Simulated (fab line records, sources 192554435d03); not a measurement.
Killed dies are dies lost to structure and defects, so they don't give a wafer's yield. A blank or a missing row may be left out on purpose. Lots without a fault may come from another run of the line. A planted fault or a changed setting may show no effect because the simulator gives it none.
Which tool did it? | flow n5_finfet | 24 lots, 72 wafers sampled, at 3 steps of a route of 1938

WHAT THE GAUGES READ, wafer by wafer
N5_BEOL_M5_THK_MEAS_53: measures by xrf. Usual: M5_THK 64.8 nm, standard deviation 1.8.
lot  | measured     | on            | M5_THK (nm)    | flag
L074 | day 8 13:47  | film_metro-02 | 67.8 64.7 66.1 |
L075 | day 8 14:04  | film_metro-02 | 65.1 62.8 64.4 |
L076 | day 8 20:28  | film_metro-02 | 66.0 64.4 64.0 |
L077 | day 9 14:35  | film_metro-02 | 68.2 66.8 66.8 |
L078 | day 9 21:34  | film_metro-02 | 66.9 63.1 67.6 |
L079 | day 9 23:09  | film_metro-02 | 64.6 64.8 63.7 |
L080 | day 10 03:23 | film_metro-01 | 64.0 67.4 67.0 |
L081 | day 10 06:24 | film_metro-02 | 67.0 65.3 66.1 |
L082 | day 10 18:55 | film_metro-01 | 62.8 61.7 62.8 |
L083 | day 11 06:57 | film_metro-01 | 60.7 63.4 62.9 |
L085 | day 11 09:46 | film_metro-01 | 62.9 62.8 65.7 |
L084 | day 11 12:22 | film_metro-02 | 67.6 62.3 66.0 |
L086 | day 11 13:07 | film_metro-02 | 63.9 61.5 65.3 |
L087 | day 11 15:40 | film_metro-02 | 65.5 65.6 66.5 |
L088 | day 11 18:50 | film_metro-02 | 64.3 63.7 69.3 |
L091 | day 13 00:51 | film_metro-02 | 65.3 64.8 65.7 |
L090 | day 13 01:54 | film_metro-01 | 66.8 65.2 63.9 |
L089 | day 13 02:06 | film_metro-02 | 63.8 63.6 61.9 |
L093 | day 13 07:35 | film_metro-02 | 63.4 61.0 63.5 |
L092 | day 13 08:54 | film_metro-01 | 64.9 64.9 67.9 |
L094 | day 13 22:38 | film_metro-01 | 63.8 64.7 67.8 |
L095 | day 14 04:02 | film_metro-02 | 62.5 63.9 63.4 |
L096 | day 14 06:50 | film_metro-02 | 63.9 64.2 64.1 |
L097 | day 14 11:29 | film_metro-02 | 67.8 64.9 69.3 |

N5_BEOL_M6_OVL_MEAS_12. Usual: M6_OVL -0.1 nm, standard deviation 0.63.
lot  | measured     | on         | M6_OVL (nm)    | flag
L074 | day 8 15:29  | overlay-01 | -0.3 0.7 -0.1  |
L075 | day 8 15:52  | overlay-02 | -1.1 0.5 -2.1  |
L076 | day 8 23:00  | overlay-01 | -0.5 1.3 -0.3  |
L077 | day 9 16:53  | overlay-01 | -0.7 -1.3 -0.9 |
L078 | day 9 23:22  | overlay-01 | 0.2 0.6 0.3    |
L079 | day 10 01:28 | overlay-02 | -0.5 0.9 -0.5  |
L080 | day 10 06:19 | overlay-02 | 0.4 -0.4 0.5   |
L081 | day 10 09:31 | overlay-01 | 0.2 -1.0 0.1   |
L082 | day 10 22:17 | overlay-02 | -0.2 0.9 -0.8  |
L083 | day 11 10:35 | overlay-01 | -0.5 -0.9 -0.8 |
L085 | day 11 12:43 | overlay-01 | -1.0 -1.6 -1.1 |
L084 | day 11 15:40 | overlay-02 | 0.3 0.5 -0.1   |
L086 | day 11 15:58 | overlay-02 | 0.0 0.1 0.1    |
L087 | day 11 19:13 | overlay-02 | -0.7 0.5 0.4   |
L088 | day 11 21:47 | overlay-02 | -0.6 0.4 -0.2  |
L091 | day 13 02:52 | overlay-02 | -0.1 -0.9 -0.2 |
L090 | day 13 04:40 | overlay-01 | 0.1 -0.8 -0.4  |
L089 | day 13 04:55 | overlay-01 | -0.4 0.5 0.4   |
L093 | day 13 09:10 | overlay-02 | -0.5 -0.5 1.2  |
L092 | day 13 11:58 | overlay-01 | 1.1 0.3 0.7    |
L094 | day 14 01:20 | overlay-01 | -0.3 -0.2 0.1  |
L095 | day 14 05:53 | overlay-02 | 0.7 -0.4 0.5   |
L096 | day 14 09:33 | overlay-02 | 0.3 -0.8 0.0   |
L097 | day 14 13:37 | overlay-01 | -0.5 -1.0 0.1  |

WHICH TOOL RAN EACH LOT (tool, then ch and the chambers of the sampled wafers, then the start)
lot  | N5_BEOL_M6_PECVD_70
L074 | pecvd-02 ch 0,1,2, day 8 14:46
L075 | pecvd-03 ch 0,1, day 8 15:10
L076 | pecvd-02 ch 0,1,2, day 8 21:29
L077 | pecvd-04 ch 0,2, day 9 15:31
L078 | pecvd-03 ch 1,2, day 9 22:29
L079 | pecvd-03 ch 0,1,2, day 10 00:05
L080 | pecvd-03 ch 1,2, day 10 04:25
L081 | pecvd-04 ch 0,1, day 10 07:26
L082 | pecvd-03 ch 0,1,2, day 10 19:52
L083 | pecvd-02 ch 0,1,2, day 11 08:01
L085 | pecvd-03 ch 0,1, day 11 10:42
L084 | pecvd-02 ch 0,1, day 11 13:34
L086 | pecvd-04 ch 0,1, day 11 14:03
L087 | pecvd-03 ch 1,2, day 11 16:36
L088 | pecvd-03 ch 0,1, day 11 19:47
L091 | pecvd-02 ch 0,1,2, day 13 01:54
L090 | pecvd-02 ch 1,2, day 13 03:07
L089 | pecvd-03 ch 0,2, day 13 03:15
L093 | pecvd-04 ch 0,1, day 13 08:40
L092 | pecvd-03 ch 1,2, day 13 09:53
L094 | pecvd-02 ch 0,1,2, day 13 23:44
L095 | pecvd-02 ch 0,1,2, day 14 04:59
L096 | pecvd-02 ch 0,1,2, day 14 07:47
L097 | pecvd-03 ch 0,1,2, day 14 12:26
- N5_BEOL_M6_PECVD_70: deposits SiO2 from TEOS/O2, target thk 20 nm, time 22.7 s.

WHAT THE TOOLS THEMSELVES READ (means of the sampled wafers that have a number; where no wafer has one, the mark that the record gives instead)
N5_BEOL_M6_PECVD_70. Usual: heater_power_w 681 W, standard deviation 80; showerhead_plenum_p_Torr 8.80 Torr, standard deviation 0.06; throttle_valve_pct 22.7 %, standard deviation 0.85.
lot  | tool     | heater_power_w (W) | showerhead_plenum_p_Torr (Torr) | throttle_valve_pct (%) | flag
L074 | pecvd-02 | 629                | 8.80                            | 23.1                   |
L075 | pecvd-03 | 793                | 8.79                            | 22.9                   |
L076 | pecvd-02 | 635                | 8.78                            | 23.0                   |
L077 | pecvd-04 | 679                | 8.75                            | 22.4                   |
L078 | pecvd-03 | 732                | 8.86                            | 21.6                   |
L079 | pecvd-03 | 743                | 8.83                            | 22.4                   |
L080 | pecvd-03 | 688                | 8.86                            | 21.6                   |
L081 | pecvd-04 | 673                | 8.76                            | 22.7                   |
L082 | pecvd-03 | 716                | 8.82                            | 22.4                   |
L083 | pecvd-02 | 652                | 8.79                            | 23.2                   |
L085 | pecvd-03 | 699                | 8.78                            | 23.0                   |
L084 | pecvd-02 | 582                | 8.73                            | 23.5                   |
L086 | pecvd-04 | 659                | 8.74                            | 22.6                   |
L087 | pecvd-03 | 787                | 8.83                            | 22.2                   |
L088 | pecvd-03 | 792                | 8.78                            | 23.2                   |
L091 | pecvd-02 | 622                | 8.79                            | 23.2                   |
L090 | pecvd-02 | 659                | 8.81                            | 23.1                   |
L089 | pecvd-03 | 717                | 8.83                            | 21.6                   |
L093 | pecvd-04 | 684                | 8.75                            | 22.5                   |
L092 | pecvd-03 | 761                | 8.83                            | 22.2                   |
L094 | pecvd-02 | 597                | 8.80                            | 23.1                   |
L095 | pecvd-02 | 657                | 8.78                            | 23.2                   |
L096 | pecvd-02 | 658                | 8.78                            | 23.3                   |
L097 | pecvd-03 | 730                | 8.82                            | 22.5                   |

THE ANSWER, worked out from the rows above alone
Rule: a lot is off if the mean of its wafers that have a number lies more than 3 standard deviations from the usual mean. A lot without any number at a reading at which 4 lots or more have one is off too. The other lots that the step has rows for count as sound. The gauges are gone through in route order, then the tools' own readings, and for those a lot's mean is taken as printed above. The first step at which some lot is off is used, and at that step the reading that is off furthest; a lot without a number counts as furthest.
No lot is off at any reading shown: from this, nothing can be told.

WHAT THE SIMULATOR HAD PUT IN
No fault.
